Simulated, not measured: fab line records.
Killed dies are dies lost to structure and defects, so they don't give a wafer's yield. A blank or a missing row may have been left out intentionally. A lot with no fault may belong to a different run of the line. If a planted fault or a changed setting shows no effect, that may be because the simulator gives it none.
Chamber matching + flow n5-finfet + N5_BEOL_M0_SAQP_ETCH_106 on rie-diel-05: 4 sister chambers
The step etches SOC in N2/H2, stops on SiNx, target depth 150 nm. 8 wafers are shown with their chamber, then 10 later ones without.

WAFERS WITH THEIR CHAMBER
| wafer  | chamber | showerhead-plenum-p-Torr (Torr) | drypump-motor-current-A (A) |
|--------|---------|---------------------------------|-----------------------------|
| L081.5 | 3       | 2.71                            | 5.8                         |
| L087.5 | 0       | 2.57                            | 5.3                         |
| L087.6 | 1       | 2.64                            | 5.8                         |
| L090.1 | 1       | 2.64                            | 5.8                         |
| L090.2 | 3       | 2.70                            | 5.7                         |
| L090.4 | 2       | 2.62                            | 5.7                         |
| L091.1 | 0       | 2.56                            | 5.3                         |
| L091.2 | 2       | 2.62                            | 5.7                         |

WAFERS MISSING THEIR CHAMBER
| wafer  | showerhead-plenum-p-Torr (Torr) | drypump-motor-current-A (A) |
|--------|---------------------------------|-----------------------------|
| L091.4 | 2.64                            | 5.8                         |
| L093.1 | 2.62                            | 5.7                         |
| L093.3 | 2.56                            | 5.2                         |
| L093.6 | 2.62                            | 5.7                         |
| L095.1 | 2.70                            | 5.7                         |
| L095.2 | 2.64                            | 5.8                         |
| L095.5 | 2.56                            | 5.2                         |
| L097.2 | 2.56                            | 5.2                         |
| L097.5 | 2.64                            | 5.8                         |
| L097.6 | 2.56                            | 5.2                         |

THE CHAMBER EACH PASSED THROUGH
| wafer  | from the rows above | in truth |
|--------|---------------------|----------|
| L091.4 | 1                   | 1        |
| L093.1 | 2                   | 2        |
| L093.3 | 0                   | 0        |
| L093.6 | 2                   | 2        |
| L095.1 | 3                   | 3        |
| L095.2 | 1                   | 1        |
| L095.5 | 0                   | 0        |
| L097.2 | 0                   | 0        |
| L097.5 | 1                   | 1        |
| L097.6 | 0                   | 0        |
Correct placement for 10 of the 10. Left unplaced by these rows: 0. Placed wrongly: 0.
How it was worked out, from the rows above alone: a wafer's distance from a chamber is the root of the sum, over the readings, of the square of ((its reading less the chamber's mean) divided by the reading's scatter). If the next closest chamber is less than 2 further off than the closest, the wafer can't be placed; otherwise it belongs to the closest. For every chamber, the mean is computed from those of its wafers that are shown. The scatter: the root of (the sum of the squares of (reading less its chamber's mean) over the shown wafers, divided by (wafers less chambers)).
